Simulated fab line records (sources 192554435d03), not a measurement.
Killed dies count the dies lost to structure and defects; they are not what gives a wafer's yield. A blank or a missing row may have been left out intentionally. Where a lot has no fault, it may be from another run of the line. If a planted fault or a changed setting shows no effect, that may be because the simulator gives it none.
Chamber matching -- flow n5_finfet -- 3 sister chambers for N5_BEOL_M1_CO_CAP_55 on cvd_co-02
The step material Co, precursor CCTBA/H2, target thk 2 nm, time 102.1 s. 22 wafers are shown with their chamber, then 11 later ones without.

== WAFERS PAIRED WITH THEIR CHAMBERS ==
wafer,chamber,heater_power_w (W)
L074.1,2,236
L074.2,0,226
L074.3,2,242
L075.1,0,228
L075.3,1,213
L075.5,0,220
L076.1,0,222
L076.4,2,235
L076.5,0,221
L078.1,2,242
L078.5,1,219
L078.6,2,244
L085.2,0,228
L085.3,2,244
L085.4,2,240
L089.1,1,220
L089.2,2,243
L089.3,0,225
L092.1,0,223
L092.2,2,245
L092.4,0,223
L091.1,1,220

SIGNATURES, as means of the wafers listed above
reading,chamber 0,chamber 1,chamber 2,scatter within a chamber
heater_power_w,224.00,218.00,241.22,3.27
Rule: a wafer lies at a distance from a chamber equal to the root of the sum of squares, over the readings, of (its reading less the chamber's mean, divided by the reading's scatter). If the next closest chamber is less than 2 further off than the closest, the wafer can't be placed; otherwise it belongs to the closest. How the scatter is found: for the shown wafers, subtract from each reading the mean of its chamber, square and add these, divide the total by (wafers less chambers), then take the root.

== WAFERS WITH NO CHAMBER GIVEN ==
wafer,heater_power_w (W)
L091.3,236
L091.6,229
L093.3,222
L093.5,228
L093.6,225
L094.2,221
L094.5,237
L094.6,224
L097.1,240
L097.2,224
L097.6,216

== CHAMBER TAKEN BY EACH ==
wafer,from the rows above,in truth
L091.3,2,2
L091.6,can't be placed: 0 or 1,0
L093.3,can't be placed: 0 or 1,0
L093.5,can't be placed: 0 or 1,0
L093.6,can't be placed: 0 or 1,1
L094.2,can't be placed: 0 or 1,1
L094.5,2,2
L094.6,can't be placed: 0 or 1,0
L097.1,2,2
L097.2,can't be placed: 0 or 1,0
L097.6,can't be placed: 1 or 0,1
3 of 11 placed correctly. From these rows, 8 cannot be placed; in 8 the true chamber is one of the candidates. Wrongly placed: 0.
